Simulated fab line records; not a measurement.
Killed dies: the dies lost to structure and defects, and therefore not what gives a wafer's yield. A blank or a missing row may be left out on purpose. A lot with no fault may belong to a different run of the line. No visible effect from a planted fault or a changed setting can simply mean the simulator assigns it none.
Which of the tools did it? + flow n5_finfet + 36 wafers from 12 lots sampled at 4 of the route's 1938 steps

== WHAT THE GAUGES SHOWED, per wafer ==
N5_MOL_CONTACT_COAG_CD_MEAS_84 targets a cd of 25.1 nm.
| lot  | measured     | on        | cd_nm (nm)        |
|------|--------------|-----------|-------------------|
| L075 | day 5 05:11  | cd_sem-02 | 25.37 25.17 25.14 |
| L077 | day 5 21:11  | cd_sem-03 | 25.27 25.04 25.22 |
| L079 | day 6 05:34  | cd_sem-02 | 25.05 24.84 25.11 |
| L081 | day 6 17:41  | cd_sem-03 | 24.98 24.91 25.04 |
| L083 | day 7 06:07  | cd_sem-01 | 25.19 24.73 25.30 |
| L085 | day 8 00:32  | cd_sem-03 | 25.02 25.25 24.50 |
| L087 | day 9 07:29  | cd_sem-01 | 25.12 24.51 25.00 |
| L089 | day 9 08:19  | cd_sem-03 | 24.83 25.42 25.36 |
| L091 | day 9 12:55  | cd_sem-01 | 25.16 25.29 25.16 |
| L093 | day 9 22:02  | cd_sem-03 | 25.19 25.41 25.43 |
| L095 | day 10 17:04 | cd_sem-01 | 25.36 24.96 25.19 |
| L097 | day 11 02:59 | cd_sem-01 | 25.33 25.80 24.97 |

== EACH LOT AND THE TOOL THAT RAN IT (in order: tool; ch and the chambers of the sampled wafers; start) ==
| lot  | N5_GATE_CUT_CMP_61            | N5_MOL_CONTACT_COAG_ALD_20          | N5_MOL_CONTACT_COAG_ANNEAL_113   |
|------|-------------------------------|-------------------------------------|----------------------------------|
| L075 | cmp-01 ch 1,3, day 4 18:50    | ald_metal-01 ch 1,2,3, day 4 21:13  | rtp_anneal-02 ch 0, day 4 23:22  |
| L077 | cmp-02 ch 1,2,3, day 5 10:35  | ald_metal-01 ch 0,1,3, day 5 13:26  | rtp_anneal-02 ch 0, day 5 15:32  |
| L079 | cmp-02 ch 1,2, day 5 19:50    | ald_metal-02 ch 0,2,3, day 5 21:42  | rtp_anneal-02 ch 0, day 6 00:18  |
| L081 | cmp-03 ch 0,1,2, day 6 06:51  | ald_metal-01 ch 1,2,3, day 6 08:53  | rtp_anneal-01 ch 0, day 6 12:28  |
| L083 | cmp-02 ch 0,2,3, day 6 19:23  | ald_metal-03 ch 0,2,3, day 6 21:26  | rtp_anneal-02 ch 0, day 6 23:21  |
| L085 | cmp-01 ch 0,1,3, day 7 14:28  | ald_metal-03 ch 0,2,3, day 7 16:10  | rtp_anneal-01 ch 0, day 7 19:03  |
| L087 | cmp-03 ch 0,3, day 8 18:01    | ald_metal-01 ch 0,2,3, day 8 19:55  | rtp_anneal-02 ch 0, day 8 23:25  |
| L089 | cmp-01 ch 0,2,3, day 8 21:43  | ald_metal-02 ch 1,2,3, day 8 23:25  | rtp_anneal-02 ch 0, day 9 01:29  |
| L091 | cmp-01 ch 0,3, day 9 03:11    | ald_metal-01 ch 1,2,3, day 9 06:08  | rtp_anneal-02 ch 0, day 9 07:53  |
| L093 | cmp-02 ch 0,1,2, day 9 11:57  | ald_metal-01 ch 1,2, day 9 13:44    | rtp_anneal-01 ch 0, day 9 15:43  |
| L095 | cmp-02 ch 1,2,3, day 9 23:28  | ald_metal-02 ch 0,1,3, day 10 09:55 | rtp_anneal-02 ch 0, day 10 11:44 |
| L097 | cmp-03 ch 1,2,3, day 10 17:19 | ald_metal-02 ch 0,3, day 10 19:23   | rtp_anneal-01 ch 0, day 10 21:24 |
- N5_GATE_CUT_CMP_61: polishes, stops on SiNx, t overpolish 3 s.
- N5_MOL_CONTACT_COAG_ALD_20: deposits TiN, target thk 1.5 nm, pulse time 1 s, purge time 3 s.
- N5_MOL_CONTACT_COAG_ANNEAL_113: time 300 s.

== THE ANSWER, worked out from the rows above alone ==
Rule: the lots themselves supply what counts as usual. Put in order of their means at a reading, lots are off if they are a third of the lots or fewer, leave a main group of 4 or more, and stand apart from it by a gap of 3 or more times the standard deviation of the main group's means; of several such gaps the widest counts. A main group is skipped when, at the precision printed for the reading in the tables above, its means are all equal. A lot without any number at a reading at which 4 lots or more have one is off too. All remaining lots with rows at the step are treated as sound.
Nothing can be told from this: no lot is off at any reading shown.

== WHAT THE SIMULATOR PUT IN ==
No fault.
